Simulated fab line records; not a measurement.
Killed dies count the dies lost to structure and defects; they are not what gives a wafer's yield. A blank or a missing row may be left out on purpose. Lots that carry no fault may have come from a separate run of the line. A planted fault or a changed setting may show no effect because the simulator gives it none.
fab line records	flow n5_finfet
[record] lots = 9	wafers = 27	last_day = 20
route steps=1938 shown MOL_CONTACT_COAG@613 BEOL_M0_SAQP@637 BEOL_M4@1111 PASSIVATION@1936
lots that met no fault: taken from a fault-free run of the same line
start_h: the number of hours between the record's first day and the start of the first shown wafer of the lot	wait_h: hours elapsed since this lot's preceding step	" identical to the entry in the row above	L1.1+2: a row that stands for several wafers	- no value, or no start was given	* or withheld: withheld	< > ~ a bound
route shown NAME@n: NAME is a module with steps in the file, n the number in the route of the first one	usual: average and standard deviation across the fault-free wafers	same: alike in all rows	chamber/n: place in a boat	sites: per-site readings	_std_site: the values' standard deviation	_edge_site: inner sites' mean taken away from outer sites' mean	radius_mm: for every site, how far away it sits from the centre of the wafer	mask NAME#n: copy n	behind: the last tool/chamber to shape the wafer	hold: what put the lot on hold/how long, in hours/how the hold closed	device: which transistor (n, p or np) failed to switch	end of line: at the end of the route, the tests of the same wafers	step lacking rows: just its recipe	killed: dies that structure and defects cost at the first sort, which is not the same as the wafer's yield	map: the dies of a wafer, with x for killed, . for not killed, _ for no die there
set.NAME: the setting as run; set.NAME@STEP: as run at that earlier step	model.NAME: the simulator's own value behind a step, which no gauge read
the route's steps for a sample of lots (tables are steps, rows are wafers)
services: a tool's chamber out of use, with start hour (start_h, from the record's first day; less than 0 if before it), hours out, and reason
[[steps]]
[step N5_MOL_CONTACT_COAG_ETCHBACK_136]
[recipe] chemistry = CHF3	target = SiO2	target_depth_a = 250	time_s = 16.7	ion_energy_ev = 200	pressure_mtorr = 30	source_w = 610	bias_w = 170	Ar_flow_sccm = 200	CHF3_flow_sccm = 50
[usual] drypump_motor_current_A = 5.6/0.47	oes_product_au = 0.77/0.082	rf_fwd_power_W = 598/3.4	rf_vpp_V = 521/10	showerhead_plenum_p_Torr = 2.39/0.09	throttle_valve_pct = 18.68/0.19
[same] time_s = 16.7
lot.wafer	tool	chamber	start_h	wait_h	drypump_motor_current_A	oes_product_au	rf_fwd_power_W	rf_hours_counter_h	rf_vpp_V	showerhead_plenum_p_Torr	throttle_valve_pct
L582.1	rie_diel-01	1	130.39	0.0	5.3	0.71	602	228	530	2.33	18.83
L582.2	"	0	"	"	4.9	0.73	596	177	534	2.38	18.78
L582.6	"	0	"	"	4.9	0.74	594	-	534	2.38	18.82
L583.1	rie_diel-02	1	140.00	0.0	5.7	0.79	594	119	523	2.31	18.60
L583.3	"	0	"	"	5.3	0.74	597	172	516	2.39	18.63
L583.6	"	1	"	"	5.7	0.79	595	-	524	2.31	18.61
L584.3	rie_diel-02	0	142.70	0.0	5.3	0.74	596	173	515	2.39	18.63
L584.4	"	2	"	"	5.9	0.69	598	210	504	2.26	18.99
L584.5	"	0	"	"	5.3	0.73	598	-	516	2.39	18.64
L585.2	rie_diel-04	3	148.92	0.0	5.8	0.76	599	145	521	2.40	18.65
L585.3	"	1	"	"	6.4	0.70	601	223	505	2.44	18.91
L585.5	"	3	"	"	5.8	0.76	599	-	520	2.40	18.66
L589.3	rie_diel-04	2	173.59	0.0	5.8	0.85	600	61	516	2.34	18.58
L589.4	"	3	"	"	5.8	0.76	598	155	519	2.40	18.66
L589.5	"	2	"	"	5.8	0.85	598	-	515	2.34	18.56
L595.2	rie_diel-02	3	209.01	0.0	5.7	0.68	603	243	526	2.46	18.68
L595.5	"	2	"	"	5.9	0.68	593	-	505	2.25	19.01
L595.6	"	1	"	"	5.7	0.78	594	-	525	2.30	18.64
L596.1	rie_diel-01	2	212.16	0.0	6.4	0.86	601	61	538	2.53	18.65
L596.4	"	2	"	"	6.4	0.85	600	-	538	2.53	18.64
L596.5	"	0	"	"	4.9	0.71	599	-	533	2.37	18.85
L597.1	rie_diel-04	0	216.69	0.0	5.7	0.91	603	33	536	2.50	18.38
L597.5	"	3	"	"	5.8	0.73	598	-	520	2.39	18.69
L597.6	"	2	"	"	5.8	0.82	601	-	514	2.33	18.61
L600.1	rie_diel-01	2	238.43	0.0	6.4	0.85	599	66	536	2.53	18.64
L600.2	"	1	"	"	5.3	0.96	602	4	530	2.32	18.44
L600.3	"	3	"	"	4.9	0.83	599	73	517	2.49	18.43
[step N5_MOL_CONTACT_COAG_CD_MEAS_101]
[recipe] target_cd_nm = 16
[usual] cd_nm = 16.1/0.36
lot.wafer	tool	chamber	start_h	wait_h	cd_nm
L582.1	cd_sem-02	-	130.83	0.0	16.6
L582.2	"	-	"	"	16.1
L582.6	"	-	"	"	15.7
L583.1	cd_sem-03	-	140.38	0.0	17.0
L583.3	"	-	"	"	16.4
L583.6	"	-	"	"	16.4
L584.3	cd_sem-01	-	143.09	0.0	16.1
L584.4	"	-	"	"	16.1
L584.5	"	-	"	"	16.3
L585.2	cd_sem-03	-	149.31	0.0	16.4
L585.3	"	-	"	"	15.9
L585.5	"	-	"	"	16.4
L589.3	cd_sem-01	-	173.98	0.0	15.9
L589.4	"	-	"	"	15.9
L589.5	"	-	"	"	15.8
L595.2	cd_sem-03	-	209.40	0.0	16.0
L595.5	"	-	"	"	15.6
L595.6	"	-	"	"	16.2
L596.1	cd_sem-03	-	212.55	0.0	15.7
L596.4	"	-	"	"	15.6
L596.5	"	-	"	"	15.6
L597.1	cd_sem-03	-	217.11	0.0	16.5
L597.5	"	-	"	"	15.9
L597.6	"	-	"	"	15.7
L600.1	cd_sem-02	-	238.84	0.0	15.9
L600.2	"	-	"	"	15.9
L600.3	"	-	"	"	15.6
[step N5_MOL_CONTACT_COAG_CMP_52]
[recipe] stop_on = SiO2	t_overpolish_s = 1.5	post_cmp_clean = w_dilute_nh4oh	down_force_psi = 4	platen_rpm = 50.289	pad_velocity_m_s = 1.0006	target_thk_nm = 66.5
[usual] edge_zone_pressure_frac = 1.000/0.0047	head_pressure_psi = 4.001/0.0082	motor_current_A = 12.0/0.82	overpolish_run_s = 1.500/0.0088	slurry_flow_ml_min = 149.9/0.49	time_to_endpoint_s = 13.6/2.1
lot.wafer	tool	chamber	start_h	wait_h	edge_zone_pressure_frac	head_pressure_psi	motor_current_A	overpolish_run_s	slurry_flow_ml_min	time_to_endpoint_s
L582.2	cmp-04	3	131.29	0.0	1.008	4.013	11.7	1.500	150.2	14.2
L582.1	"	0	"	"	1.002	3.998	13.6	1.515	150.0	10.9
L582.6	"	0	"	"	0.998	4.011	14.4	1.486	150.5	11.5
L583.1	cmp-03	0	140.84	0.0	0.997	3.998	12.0	1.489	149.5	18.1
L583.3	"	2	"	"	0.998	4.013	11.6	1.509	149.5	14.1
L583.6	"	0	"	"	1.001	3.997	12.5	1.483	150.3	13.9
L584.4	cmp-03	2	143.65	0.1	0.997	3.994	11.3	1.506	149.9	14.4
L584.3	"	3	"	"	1.009	4.001	12.3	1.494	150.3	13.9
L584.5	"	1	"	"	1.004	4.012	11.8	1.496	149.8	16.4
L585.3	cmp-02	3	149.83	0.1	0.999	4.007	11.7	1.490	150.5	15.1
L585.2	"	0	"	"	1.009	3.984	11.8	1.509	149.1	16.0
L585.5	"	2	"	"	1.000	3.986	12.4	1.497	150.8	14.2
L589.3	cmp-04	2	174.47	0.1	0.999	4.008	12.4	1.508	150.0	14.1
L589.4	"	3	"	"	1.006	3.996	11.7	1.517	149.9	13.5
L589.5	"	2	"	"	1.001	3.995	13.0	1.498	149.2	11.7
L595.2	cmp-03	2	209.92	0.1	-	-	-	-	-	-
L595.5	"	0	"	"	-	-	-	-	-	-
L595.6	"	1	"	"	-	-	-	-	-	-
L596.1	cmp-02	3	213.00	0.0	-	-	-	-	-	-
L596.4	"	2	"	"	-	-	-	-	-	-
L596.5	"	3	"	"	-	-	-	-	-	-
L597.1	cmp-02	2	217.56	0.0	-	-	-	-	-	-
L597.6	"	2	"	"	-	-	-	-	-	-
L597.5	"	3	"	"	-	-	-	-	-	-
L600.1	cmp-02	2	239.49	0.2	1.005	3.984	12.2	1.495	150.3	12.0
L600.3	"	3	"	"	0.995	4.012	12.0	1.491	149.3	15.5
L600.2	"	0	"	"	0.995	3.999	12.2	1.506	149.4	15.7
[step N5_MOL_CONTACT_COAG_THK_MEAS_53]
[recipe] reads = SiO2_of_MOL_CONTACT_COAG_PECVD_31
[usual] VIA_MOL_THK = 43.9/0.67
lot.wafer	tool	chamber	start_h	wait_h	VIA_MOL_THK[nm]
L582.1	film_metro-01	-	131.58	-	43.7
L582.2	"	-	"	"	43.1
L582.6	"	-	"	"	43.3
L583.1	film_metro-02	-	141.13	-	44.1
L583.3	"	-	"	"	43.3
L583.6	"	-	"	"	44.8
L584.3	film_metro-02	-	143.91	-	42.4
L584.4	"	-	"	"	42.7
L584.5	"	-	"	"	44.3
L585.2	film_metro-01	-	150.08	-	42.5
L585.3	"	-	"	"	43.3
L585.5	"	-	"	"	44.7
L589.3	film_metro-01	-	174.73	-	44.8
L589.4	"	-	"	"	45.3
L589.5	"	-	"	"	45.1
L595.2	film_metro-01	-	210.14	0.2	-
L595.5	"	-	"	"	-
L595.6	"	-	"	"	-
L596.1	film_metro-02	-	213.29	0.3	-
L596.4	"	-	"	"	-
L596.5	"	-	"	"	-
L597.1	film_metro-02	-	217.85	0.3	-
L597.5	"	-	"	"	-
L597.6	"	-	"	"	-
L600.1	film_metro-01	-	239.75	-	43.7
L600.2	"	-	"	"	43.0
L600.3	"	-	"	"	43.8
[step N5_MOL_CONTACT_COAG_INSPECT_97]
[recipe] inspect_instrument = darkfield	mode = post_anneal
[usual] raw_defect_count = 38/14
lot.wafer	tool	chamber	start_h	wait_h	raw_defect_count
L582.1	defect_inspect-02	-	134.63	0.0	49
L582.2	"	-	"	"	43
L582.6	"	-	"	"	42
L583.1	defect_inspect-01	-	144.18	0.0	76
L583.3	"	-	"	"	47
L583.6	"	-	"	"	30
L584.3	defect_inspect-02	-	147.23	0.1	34
L584.4	"	-	"	"	42
L584.5	"	-	"	"	29
L585.2	defect_inspect-02	-	153.17	0.1	25
L585.3	"	-	"	"	27
L585.5	"	-	"	"	29
L589.3	defect_inspect-02	-	177.83	0.1	42
L589.4	"	-	"	"	28
L589.5	"	-	"	"	15
L595.2	defect_inspect-01	-	213.23	0.1	1282
L595.5	"	-	"	"	1279
L595.6	"	-	"	"	1244
L596.1	defect_inspect-01	-	216.34	0.0	1277
L596.4	"	-	"	"	1325
L596.5	"	-	"	"	1363
L597.1	defect_inspect-01	-	220.92	0.0	1251
L597.5	"	-	"	"	1241
L597.6	"	-	"	"	1243
L600.1	defect_inspect-01	-	245.58	0.0	51
L600.2	"	-	"	"	42
L600.3	"	-	"	"	51
[step N5_BEOL_M0_SAQP_PECVD_97]
[recipe] material = SiNx	target_thk_a = 230	temp_c = 350	precursor = SiH4/NH3/N2	pressure_torr = 1.5	rf_w = 300	time_s = 19.9
[usual] heater_power_w = 572/72	rf_fwd_power_W = 296.7/1.4	showerhead_plenum_p_Torr = 5.17/0.074	showerhead_vpp_V = 1089/40	throttle_valve_pct = 40.4/1.6
[same] time_s = 19.9
lot.wafer	tool	chamber	start_h	wait_h	heater_power_w	rf_fwd_power_W	showerhead_plenum_p_Torr	showerhead_vpp_V	throttle_valve_pct
L582.1	pecvd-01	2	136.88	0.0	616	296.3	5.18	1063	38.0
L582.2	"	0	"	"	692	296.3	5.12	1090	39.5
L582.6	"	2	"	"	604	295.2	5.17	1055	38.2
L583.1	pecvd-04	1	145.39	0.0	494	295.9	5.01	1100	44.3
L583.3	"	0	"	"	534	297.8	5.30	1047	40.7
L583.6	"	1	"	"	504	296.1	5.02	1114	44.1
L584.3	pecvd-01	0	149.81	0.0	670	297.7	5.13	1086	39.5
L584.4	"	2	"	"	544	296.4	5.16	1069	38.1
L584.5	"	0	"	"	676	296.7	5.12	1080	40.0
L585.2	pecvd-01	0	153.81	0.0	698	296.8	5.14	1068	39.6
L585.3	"	2	"	"	602	295.9	5.18	1050	38.0
L585.5	"	2	"	"	582	296.2	5.17	1050	38.6
L589.3	pecvd-01	1	180.05	0.0	492	297.9	5.11	1128	40.5
L589.4	"	1	"	"	485	297.8	5.12	1118	40.5
L589.5	"	0	"	"	634	297.0	5.13	1097	39.9
L600.1	pecvd-01	1	247.75	0.0	544	298.4	5.10	1120	40.4
L600.2	"	0	"	"	650	297.2	5.14	1079	39.6
L600.3	"	2	"	"	604	296.7	5.17	1065	38.4
[step N5_BEOL_M4_RC_MEAS_101]
[usual] DIBL_N = 36.7/1.8	DIBL_P = 37.0/2.4	IOFF_N = 0.17/0.036	IOFF_P = 0.22/0.042	ION_N = 673/12	ION_P = 462/8.5	SS_N = 71.7/0.62	SS_P = 73.4/0.65	VT_N = 250/3.7	VT_P = -250/3.7
lot.wafer	tool	chamber	start_h	wait_h	DIBL_N[mV/V]	DIBL_P[mV/V]	IOFF_N[nA/um]	IOFF_P[nA/um]	ION_N[uA/um]	ION_P[uA/um]	SS_N[mV/dec]	SS_P[mV/dec]	VT_N[mV]	VT_P[mV]
L582.1	prober-01	0	204.56	0.0	37.7	38.4	0.17	0.21	670	455	72.2	73.5	251	-253
L582.2	"	0	"	"	34.6	34.7	0.13	0.16	671	456	71.1	72.0	252	-255
L582.6	"	0	"	"	35.9	35.1	0.14	0.17	655	447	71.1	73.6	252	-254
L584.3	prober-02	0	224.45	0.3	36.2	37.7	0.16	0.22	675	471	71.6	73.5	249	-246
L584.4	"	0	"	"	33.3	33.2	0.12	0.17	663	460	71.1	72.6	254	-251
L584.5	"	0	"	"	37.4	38.6	0.18	0.25	677	468	72.3	73.3	248	-248
L583.1	prober-01	0	233.22	0.0	35.5	35.9	0.15	0.21	669	461	71.5	72.5	248	-252
L583.3	"	0	"	"	36.9	37.3	0.17	0.22	669	460	72.1	73.8	250	-252
L583.6	"	0	"	"	39.9	40.9	0.24	0.27	687	463	73.2	74.7	244	-250
L585.2	prober-02	0	233.76	0.2	41.1	41.2	0.24	0.27	692	467	72.5	73.7	244	-251
L585.3	"	0	"	"	38.2	38.3	0.18	0.20	672	456	72.0	73.1	248	-255
L585.5	"	0	"	"	37.5	37.9	0.17	0.21	670	451	71.7	73.3	247	-251
L589.3	prober-01	0	262.71	0.3	36.3	38.6	0.17	0.25	680	468	71.7	74.3	246	-247
L589.4	"	0	"	"	31.7	31.5	0.10	0.15	651	457	69.3	72.0	256	-250
L589.5	"	0	"	"	38.1	40.0	0.20	0.28	668	464	72.6	74.5	248	-248
L600.1	prober-01	0	355.73	0.0	36.6	36.4	0.15	0.19	669	454	71.8	72.8	251	-252
L600.2	"	0	"	"	36.8	35.9	0.16	0.20	682	464	71.9	73.6	248	-253
L600.3	"	0	"	"	35.9	35.0	0.14	0.18	670	455	71.6	73.4	251	-254
[step N5_PASSIVATION_PROBE_49]
[usual] defect_limited_yield = 91.1/1.4	killed_at_M0_to_M3 = 32/9.3	killed_at_M4_up = 13/5.8	killed_at_contacts = 12/6.3	killed_at_front_end = 44/12	killed_at_other = 3.6/2.7	killed_dies = 104/17	killed_on_rim = 14/3.9	killed_open = 69/13	killed_short = 34/6.9	sort_bin_5_function = 5.2/0.98	sort_bin_6_memory = 3.3/0.59	sort_bin_8_speed = 0.01/0.039	sort_n_pass = 1075/17
[same] gross_dies = 1180	killed_at_back_side = 0	sort_bin_4_leakage[%] = 0
lot.wafer	tool	chamber	start_h	wait_h	defect_limited_yield[%]	killed_at_M0_to_M3	killed_at_M4_up	killed_at_contacts	killed_at_front_end	killed_at_other	killed_dies	killed_on_rim	killed_open	killed_short	sort_bin_5_function[%]	sort_bin_6_memory[%]	sort_bin_8_speed[%]	sort_n_pass
L582.1	prober-01	-	307.96	0.0	90.3	25	12	15	57	6	115	18	78	36	5.8	3.6	0	1065
L582.2	prober-01	-	308.01	0.1	92.8	18	8	6	52	1	85	15	62	22	4.2	2.9	0	1095
L582.6	prober-01	-	308.21	0.3	88.6	30	11	13	76	4	134	24	88	46	7.5	3.5	0	1046
L584.3	prober-01	-	332.76	0.1	92.8	37	6	5	32	5	85	16	59	24	4.3	2.8	0	1095
L584.4	prober-01	-	332.81	0.2	90.7	38	13	6	43	10	110	14	69	36	5.6	3.3	0	1070
L584.5	prober-01	-	332.86	0.2	94.0	29	2	5	22	13	71	9	47	24	3.4	2.3	0	1109
L583.1	prober-01	-	336.53	0.0	89.1	35	12	9	71	2	129	18	88	40	6.8	3.6	0	1051
L583.3	prober-01	-	336.63	0.1	89.7	40	18	9	51	4	122	27	83	33	6.1	3.6	0	1058
L583.6	prober-01	-	336.78	0.3	91.0	28	18	8	49	3	106	14	70	35	4.4	4.0	0	1074
L589.3	prober-02	-	360.90	0.1	92.3	34	25	9	23	0	91	9	53	36	4.8	2.6	0	1089
L589.4	prober-02	-	360.95	0.2	92.0	29	17	8	39	1	94	10	58	35	5.0	2.8	0	1086
L589.5	prober-02	-	361.00	0.2	89.9	35	22	5	56	1	119	15	78	39	5.7	4.2	0	1061
L595.2	prober-01	-	392.20	0.1	0	32	11	1102	30	5	1180	152	63	29	4.4	3.1	0	0
L595.5	prober-01	-	392.35	0.2	0	26	15	1101	32	6	1180	152	69	29	5.3	3.0	0	0
L595.6	prober-01	-	392.40	0.3	0	43	17	1061	57	2	1180	152	95	38	6.8	4.2	0	0
L596.1	prober-02	-	396.18	0.0	0	46	17	1070	37	10	1180	152	88	27	5.7	4.0	0	0
L596.4	prober-02	-	396.33	0.2	0	26	7	1096	44	7	1180	152	62	31	4.0	3.6	0	0
L596.5	prober-02	-	396.38	0.2	0	29	13	1103	25	10	1180	152	61	30	4.7	3.0	0	0
L597.1	prober-01	-	418.77	0.0	0	28	13	1106	30	3	1180	152	52	31	4.2	2.6	0	0
L597.5	prober-01	-	418.97	0.2	0	29	11	1107	30	3	1180	152	55	24	4.2	2.5	0	0
L597.6	prober-01	-	419.02	0.3	0	16	7	1120	34	3	1180	152	50	21	3.6	2.4	0	0
// killed by level:class
L582.1 STI_FIN_REVEAL:geometric_particle:open=32 MOL_CONTACT_COAG:geometric_particle:open=11 STI_FIN_REVEAL:geometric_particle:short=9 BEOL_M0_SAQP:geometric_particle:open=7 BEOL_M2:geometric_particle:open=7 BEOL_M0_SAQP:geometric_particle:short=6 GATE_CUT:geometric_particle:short=4 MOL_CONTACT_COAG:geometric_particle:short=4
L582.2 STI_FIN_REVEAL:geometric_particle:open=17 GATE_CUT:geometric_particle:short=7 GATE_CUT:geometric_particle:open=7 MOL_CONTACT_COAG:geometric_particle:open=6 BEOL_M0:geometric_particle:open=5 BEOL_M2:geometric_particle:open=5 FIN_SAQP:geometric_particle:short=4 DUMMY_GATE:geometric_particle:open=4
L582.6 STI_FIN_REVEAL:geometric_particle:open=27 GATE_CUT:geometric_particle:short=12 BEOL_M2:geometric_particle:open=10 MOL_CONTACT_COAG:geometric_particle:open=8 GATE_CUT:geometric_particle:open=7 BEOL_M0_SAQP:geometric_particle:short=6 FIN_SAQP:geometric_particle:short=5 FIN_SAQP:geometric_particle:open=5
L584.3 BEOL_M3:geometric_particle:open=12 STI_FIN_REVEAL:geometric_particle:open=10 BEOL_M1:geometric_particle:open=10 DUMMY_GATE:geometric_particle:open=5 BEOL_M3:geometric_particle:short=5 FIN_SAQP:geometric_particle:open=3 SPACER0:geometric_particle:short=3 MOL_CONTACT_COAG:geometric_particle:open=3
L584.4 STI_FIN_REVEAL:geometric_particle:open=10 DUMMY_GATE:geometric_particle:open=10 BEOL_M1:geometric_particle:open=6 BEOL_M2:geometric_particle:open=6 BEOL_M3:geometric_particle:open=6 MOL_CONTACT_COAG:geometric_particle:open=5 BEOL_M0:geometric_particle:open=5 MIM_TOP_ETCH:geometric_particle:short=5
L584.5 BEOL_M1:geometric_particle:open=10 BEOL_M3:geometric_particle:open=9 DUMMY_GATE:geometric_particle:open=4 GATE_CUT:geometric_particle:short=4 MIM_TOP_ETCH:geometric_particle:open=4 MOL_CONTACT_COAG:geometric_particle:open=3 BEOL_M2:geometric_particle:open=3 STARTING-WAFER:geometric_particle:short=3
L583.1 FIN_SAQP:geometric_particle:open=18 STI_FIN_REVEAL:geometric_particle:open=16 FIN_SAQP:geometric_particle:short=13 BEOL_M1:geometric_particle:open=9 BEOL_M4:geometric_particle:open=9 MOL_CONTACT_COAG:geometric_particle:open=8 BEOL_M2:geometric_particle:short=7 BEOL_M2:geometric_particle:open=5
L583.3 STI_FIN_REVEAL:geometric_particle:open=23 BEOL_M0_SAQP:geometric_particle:short=11 BEOL_M4:geometric_particle:open=10 FIN_SAQP:geometric_particle:open=8 MOL_CONTACT_COAG:geometric_particle:open=8 BEOL_M1:geometric_particle:open=8 BEOL_M0_SAQP:geometric_particle:open=7 BEOL_M2:geometric_particle:open=5
L583.6 STI_FIN_REVEAL:geometric_particle:open=13 DUMMY_GATE:geometric_particle:open=11 BEOL_M2:geometric_particle:open=7 BEOL_M5:geometric_particle:open=7 GATE_CUT:geometric_particle:short=7 BEOL_M1:geometric_particle:open=6 MOL_CONTACT_COAG:geometric_particle:short=5 BEOL_M0_SAQP:geometric_particle:short=5
L589.3 BEOL_M4:geometric_particle:open=14 BEOL_M0_SAQP:geometric_particle:short=11 MOL_CONTACT_COAG:geometric_particle:open=7 BEOL_M0_SAQP:geometric_particle:open=7 BEOL_M2:geometric_particle:open=6 FIN_SAQP:geometric_particle:open=5 STI_FIN_REVEAL:geometric_particle:open=5 BEOL_M2:geometric_particle:short=5
L589.4 FIN_SAQP:geometric_particle:short=14 FIN_SAQP:geometric_particle:open=10 BEOL_M4:geometric_particle:open=10 BEOL_M0_SAQP:geometric_particle:open=8 STI_FIN_REVEAL:geometric_particle:open=7 MOL_CONTACT_COAG:geometric_particle:open=6 BEOL_M2:geometric_particle:open=6 BEOL_M0_SAQP:geometric_particle:short=4
L589.5 FIN_SAQP:geometric_particle:open=19 BEOL_M1:geometric_particle:short=10 FIN_SAQP:geometric_particle:short=9 STI_FIN_REVEAL:geometric_particle:open=9 BEOL_M0_SAQP:geometric_particle:open=9 BEOL_M4:geometric_particle:open=9 DUMMY_GATE:geometric_particle:open=5 BEOL_M2:geometric_particle:open=5
L595.2 MOL_CONTACT_COAG:area_cmp=1088 BEOL_M3:geometric_particle:open=12 MOL_CONTACT_COAG:geometric_particle:open=11 FIN_SAQP:geometric_particle:open=7 FIN_SAQP:geometric_particle:short=6 DUMMY_GATE:geometric_particle:open=5 BEOL_M0_SAQP:geometric_particle:short=5 BEOL_M0_SAQP:geometric_particle:open=4
L595.5 MOL_CONTACT_COAG:area_cmp=1082 MOL_CONTACT_COAG:geometric_particle:open=13 BEOL_M3:geometric_particle:open=8 FIN_SAQP:geometric_particle:short=6 BEOL_M4:geometric_particle:open=6 MOL_CONTACT_COAG:geometric_particle:short=6 BEOL_M2:geometric_particle:open=6 STI_FIN_REVEAL:geometric_particle:open=5
L595.6 MOL_CONTACT_COAG:area_cmp=1047 FIN_SAQP:geometric_particle:open=13 BEOL_M0_SAQP:geometric_particle:short=10 MOL_CONTACT_COAG:geometric_particle:open=10 BEOL_M0_SAQP:geometric_particle:open=10 BEOL_M4:geometric_particle:open=10 STI_FIN_REVEAL:geometric_particle:open=9 DUMMY_GATE:geometric_particle:open=7
L596.1 MOL_CONTACT_COAG:area_cmp=1063 BEOL_M2:geometric_particle:open=14 STI_FIN_REVEAL:geometric_particle:open=12 BEOL_M4:geometric_particle:open=11 BEOL_M0:geometric_particle:open=11 BEOL_M3:geometric_particle:open=11 FIN_SAQP:geometric_particle:short=7 MOL_CONTACT_COAG:geometric_particle:open=6
L596.4 MOL_CONTACT_COAG:area_cmp=1086 FIN_SAQP:geometric_particle:open=10 FIN_SAQP:geometric_particle:short=9 MOL_CONTACT_COAG:geometric_particle:open=9 BEOL_M2:geometric_particle:open=7 DUMMY_GATE:geometric_particle:open=5 BEOL_M0_SAQP:geometric_particle:open=5 BEOL_M3:geometric_particle:open=4
L596.5 MOL_CONTACT_COAG:area_cmp=1085 MOL_CONTACT_COAG:geometric_particle:open=14 FIN_SAQP:geometric_particle:open=8 BEOL_M4:geometric_particle:open=7 BEOL_M2:geometric_particle:open=7 MIM_BOT:geometric_particle:short=6 FIN_SAQP:geometric_particle:short=5 BEOL_M0_SAQP:geometric_particle:open=5
L597.1 MOL_CONTACT_COAG:area_cmp=1095 FIN_SAQP:geometric_particle:open=12 BEOL_M2:geometric_particle:open=10 MOL_CONTACT_COAG:geometric_particle:open=7 BEOL_M0_SAQP:geometric_particle:short=6 BEOL_M0_SAQP:geometric_particle:open=5 FIN_SAQP:geometric_particle:short=4 STI_FIN_REVEAL:geometric_particle:short=4
L597.5 MOL_CONTACT_COAG:area_cmp=1099 BEOL_M2:geometric_particle:open=12 STI_FIN_REVEAL:geometric_particle:open=10 BEOL_M0_SAQP:geometric_particle:short=8 MOL_CONTACT_COAG:geometric_particle:open=5 BEOL_M0_SAQP:geometric_particle:open=4 BEOL_M1:geometric_particle:open=4 FIN_SAQP:geometric_particle:open=3
L597.6 MOL_CONTACT_COAG:area_cmp=1108 FIN_SAQP:geometric_particle:open=11 MOL_CONTACT_COAG:geometric_particle:open=11 FIN_SAQP:geometric_particle:short=5 BEOL_M0:geometric_particle:open=4 BEOL_M4:geometric_particle:open=4 ILD0:geometric_particle:short=3 GATE_CUT:geometric_particle:short=3
[[services]]
tool	chamber	start_h	hours	kind
rie_diel-04	1	107.92	4.6	repair
cmp-02	-	112.12	4.4	pm
rie_diel-04	0	112.71	-	clean
rie_diel-04	0	112.71	-	consumable_replace:focus_ring
rie_diel-04	0	112.71	-	consumable_replace:showerhead
rie_diel-04	0	112.71	17.8	scheduled_down
rie_diel-04	0	112.71	17.8	vent_cycle
pecvd-01	-	124.76	0.7	repair
pecvd-01	0	130.28	5.4	repair
pecvd-04	-	134.90	3.0	repair
cmp-04	-	141.14	4.0	pm
cmp-02	-	150.48	1.0	repair
rie_diel-04	2	158.20	4.0	repair
rie_diel-04	1	175.91	66.9	repair
cmp-03	-	185.38	1.5	repair
cmp-03	-	190.72	0.2	repair
rie_diel-01	1	192.52	-	clean
pecvd-04	-	205.95	1.2	repair
cmp-03	-	210.84	0.7	repair
rie_diel-01	-	218.42	14.6	pm
cmp-03	-	224.37	63.0	repair
cmp-02	-	224.86	4.0	pm
cmp-02	-	228.86	-	consumable_replace:conditioner
cmp-02	-	228.86	-	consumable_replace:pad
[[key]]
[first_sign] step = N5_MOL_CONTACT_COAG_CMP_52	reading = tool_record	direction = missing
[effect] step = N5_MOL_CONTACT_COAG_THK_MEAS_53	reading = VIA_MOL_THK	direction = missing
[effect] step = N5_MOL_CONTACT_COAG_INSPECT_97	reading = raw_defect_count	direction = up	sigmas = 91	usual = 38	struck = 1278
[effect] step = N5_PASSIVATION_PROBE_49	reading = killed_at_contacts	direction = up	sigmas = 99+	usual = 12	struck = 1096
[more_kills_born_at] N5_MOL_CONTACT_COAG_CMP_52@cmp-02 = 6528	N5_MOL_CONTACT_COAG_CMP_52@cmp-03 = 3214
met_at N5_MOL_CONTACT_COAG_CMP_52
struck_lots L595,L596,L597
later_rows_left_out L595.2,L595.5,L595.6,L596.1,L596.4,L596.5,L597.1,L597.5,L597.6
not_acting_at N5_MOL_CONTACT_COAG_ETCHBACK_136,N5_MOL_CONTACT_COAG_CD_MEAS_101,N5_BEOL_M0_SAQP_PECVD_97
onset_between 149.83 209.92
[fault] kind = skipped_step_whole	tool = cmp-02,cmp-03	chamber = -	onset_h = 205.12	steps = N5_MOL_CONTACT_COAG_CMP_52	scope = struck_lots_only
// later_rows_left_out: the simulator's readings of these wafers behind a module that went badly wrong aren't trusted and aren't shown, but for the sort
